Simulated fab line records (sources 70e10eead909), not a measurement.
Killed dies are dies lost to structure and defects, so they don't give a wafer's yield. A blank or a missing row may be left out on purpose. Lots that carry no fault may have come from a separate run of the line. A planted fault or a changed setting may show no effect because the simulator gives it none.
Which tool did it? / flow nand-harc / 42 wafers from 14 lots sampled at 3 of the route's 1159 steps

WHAT THE GAUGES SHOWED, per wafer
NHARC_P_BONDPAD_THK_MEAS_33: measures by ellipsometry.
lot=L480; measured=day 6 10:51; on=film-metro-02; thk-nm (nm)=199.8 202.7 199.1
lot=L481; measured=day 6 22:24; on=film-metro-01; thk-nm (nm)=199.4 201.7 201.2
lot=L483; measured=day 7 08:10; on=film-metro-02; thk-nm (nm)=200.5 203.9 200.4
lot=L487; measured=day 7 16:41; on=film-metro-01; thk-nm (nm)=199.7 198.4 200.0
lot=L490; measured=day 8 18:26; on=film-metro-01; thk-nm (nm)=201.7 199.3 199.8
lot=L491; measured=day 9 01:34; on=film-metro-02; thk-nm (nm)=200.0 201.8 201.2
lot=L494; measured=day 9 14:34; on=film-metro-02; thk-nm (nm)=199.5 201.4 200.4
lot=L493; measured=day 9 17:05; on=film-metro-02; thk-nm (nm)=201.5 201.4 202.7
lot=L495; measured=day 10 01:58; on=film-metro-01; thk-nm (nm)=200.5 198.3 198.9
lot=L496; measured=day 10 03:05; on=film-metro-01; thk-nm (nm)=202.7 199.2 199.6
lot=L497; measured=day 10 09:53; on=film-metro-01; thk-nm (nm)=197.0 196.4 198.4
lot=L499; measured=day 11 00:07; on=film-metro-01; thk-nm (nm)=198.1 198.4 198.2
lot=L501; measured=day 11 16:28; on=film-metro-01; thk-nm (nm)=201.0 197.2 199.9
lot=L502; measured=day 11 17:47; on=film-metro-02; thk-nm (nm)=197.7 200.7 197.8

NHARC_P_BONDPAD_THK_MEAS_20: measures by xrf.
lot=L480; measured=day 6 14:02; on=film-metro-01; thk-nm (nm)=160.9 160.1 159.8
lot=L481; measured=day 7 01:50; on=film-metro-01; thk-nm (nm)=159.3 160.3 161.4
lot=L483; measured=day 7 11:14; on=film-metro-02; thk-nm (nm)=158.5 160.1 160.4
lot=L487; measured=day 7 20:04; on=film-metro-02; thk-nm (nm)=163.2 161.7 159.9
lot=L490; measured=day 8 21:35; on=film-metro-01; thk-nm (nm)=161.4 161.6 161.9
lot=L491; measured=day 9 04:40; on=film-metro-02; thk-nm (nm)=160.5 161.0 161.2
lot=L494; measured=day 9 17:33; on=film-metro-01; thk-nm (nm)=160.7 159.6 162.2
lot=L493; measured=day 9 20:11; on=film-metro-02; thk-nm (nm)=163.5 162.5 160.1
lot=L495; measured=day 10 05:13; on=film-metro-02; thk-nm (nm)=160.1 160.3 160.5
lot=L496; measured=day 10 06:05; on=film-metro-01; thk-nm (nm)=158.5 162.1 158.7
lot=L497; measured=day 10 13:08; on=film-metro-01; thk-nm (nm)=159.8 161.5 157.9
lot=L499; measured=day 11 03:34; on=film-metro-02; thk-nm (nm)=159.0 159.9 161.0
lot=L501; measured=day 11 19:37; on=film-metro-01; thk-nm (nm)=161.3 160.6 159.9
lot=L502; measured=day 11 20:55; on=film-metro-02; thk-nm (nm)=160.8 159.3 162.5

WHAT TOOL EACH LOT RAN ON (gives the tool, then ch and the chambers of the sampled wafers, and finally the start)
lot=L480; NHARC_P_M2_PVD_20=pvd-sputter-01, day 6 10:51 or earlier
lot=L481; NHARC_P_M2_PVD_20=pvd-sputter-01, day 6 22:24 or earlier
lot=L483; NHARC_P_M2_PVD_20=pvd-sputter-03, day 7 08:10 or earlier
lot=L487; NHARC_P_M2_PVD_20=pvd-sputter-02, day 7 16:41 or earlier
lot=L490; NHARC_P_M2_PVD_20=pvd-sputter-03, day 8 18:26 or earlier
lot=L491; NHARC_P_M2_PVD_20=pvd-sputter-03, day 9 01:34 or earlier
lot=L494; NHARC_P_M2_PVD_20=pvd-sputter-01, day 9 14:34 or earlier
lot=L493; NHARC_P_M2_PVD_20=pvd-sputter-03, day 9 17:05 or earlier
lot=L495; NHARC_P_M2_PVD_20=pvd-sputter-01, day 10 01:58 or earlier
lot=L496; NHARC_P_M2_PVD_20=pvd-sputter-03, day 10 03:05 or earlier
lot=L497; NHARC_P_M2_PVD_20=pvd-sputter-01, day 10 09:53 or earlier
lot=L499; NHARC_P_M2_PVD_20=pvd-sputter-01, day 11 00:07 or earlier
lot=L501; NHARC_P_M2_PVD_20=pvd-sputter-01, day 11 16:28 or earlier
lot=L502; NHARC_P_M2_PVD_20=pvd-sputter-01, day 11 17:47 or earlier
- NHARC_P_M2_PVD_20: deposits TaN, target thk 5 nm, time 8.06 s.

AS READ BY THE TOOLS THEMSELVES (means over the sampled wafers that have a number; for cases with no such wafer, the mark the record gives instead)
NHARC_P_M2_PVD_20.
lot=L480; tool=pvd-sputter-01; throttle-valve-pct (%)=30.1
lot=L481; tool=pvd-sputter-01; throttle-valve-pct (%)=30.1
lot=L483; tool=pvd-sputter-03; throttle-valve-pct (%)=29.9
lot=L487; tool=pvd-sputter-02; throttle-valve-pct (%)=29.8
lot=L490; tool=pvd-sputter-03; throttle-valve-pct (%)=29.8
lot=L491; tool=pvd-sputter-03; throttle-valve-pct (%)=29.5
lot=L494; tool=pvd-sputter-01; throttle-valve-pct (%)=30.7
lot=L493; tool=pvd-sputter-03; throttle-valve-pct (%)=29.4
lot=L495; tool=pvd-sputter-01; throttle-valve-pct (%)=30.7
lot=L496; tool=pvd-sputter-03; throttle-valve-pct (%)=29.7
lot=L497; tool=pvd-sputter-01; throttle-valve-pct (%)=29.8
lot=L499; tool=pvd-sputter-01; throttle-valve-pct (%)=30.7
lot=L501; tool=pvd-sputter-01; throttle-valve-pct (%)=29.9
lot=L502; tool=pvd-sputter-01; throttle-valve-pct (%)=29.8

THE ANSWER, worked out from the rows above alone
Rule: the lots themselves supply what counts as usual. Put in order of their means at a reading, lots are off if they are a third of the lots or fewer, leave a main group of 4 or more, and stand apart from it by a gap of 3 or more times the standard deviation of the main group's means; of several such gaps the widest counts. A main group is skipped when, at the precision printed for the reading in the tables above, its means are all equal. Also off: a lot with no number at a reading for which 4 or more lots have one. Any other lot the step has rows for is counted as sound. First the gauges in route order, then the tools' own readings, where a lot's mean is used as printed above. At the first step where some lot is off, the reading lying furthest off is the one used; lots without a number count as furthest.
No lot is off on any of the readings shown, so nothing can be concluded from this.

WHAT WAS PUT IN BY THE SIMULATOR
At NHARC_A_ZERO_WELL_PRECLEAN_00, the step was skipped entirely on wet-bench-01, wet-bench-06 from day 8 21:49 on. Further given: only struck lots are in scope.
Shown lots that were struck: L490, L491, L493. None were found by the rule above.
